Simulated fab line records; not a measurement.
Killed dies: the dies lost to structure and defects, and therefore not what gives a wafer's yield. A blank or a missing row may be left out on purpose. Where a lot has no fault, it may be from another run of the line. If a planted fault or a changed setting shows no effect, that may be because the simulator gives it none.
Chamber matching -- flow nand harc -- NHARC_P_CONTACT_CMP_01 on cmp-03: 4 sister chambers
The step polishes SiO2, target thk 200 nm. 4 wafers are shown with their chamber, then 9 later ones without.

## WAFERS PAIRED WITH THEIR CHAMBERS
wafer,chamber,motor current A (A)
L086.1,1,12.0
L086.5,3,13.2
L087.2,0,12.8
L087.5,2,13.1

## WAFERS WHOSE CHAMBER IS MISSING
wafer,motor current A (A)
L089.3,11.8
L089.4,13.8
L089.5,13.0
L095.1,11.6
L095.3,12.8
L095.4,13.3
L096.4,12.7
L096.5,11.3
L096.6,12.5

## EACH ONE'S CHAMBER
wafer,from the rows above,in truth
L089.3,1,1
L089.4,can't be placed: 3 or 2 or 0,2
L089.5,can't be placed: 2 or 0 or 3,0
L095.1,1,1
L095.3,can't be placed: 0 or 2 or 3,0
L095.4,can't be placed: 3 or 2 or 0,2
L096.4,can't be placed: 0 or 2 or 3 or 1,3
L096.5,1,1
L096.6,can't be placed: 0 or 1 or 2 or 3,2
Correctly placed: 3 of 9. Unplaceable from these rows: 6, with the true chamber sitting among the candidates in 6. 0 placed wrongly.
How it was worked out, from the rows above alone: a wafer's distance from a chamber is the root of the sum, over the readings, of the square of ((its reading less the chamber's mean) divided by the reading's scatter). If the next closest chamber is less than 2 further off than the closest, the wafer can't be placed; otherwise it belongs to the closest. The mean given for a chamber averages the wafers shown for that chamber. The scatter: with one shown wafer a chamber, the root of the mean of the squares of how far each hidden wafer lies from its nearest shown one.
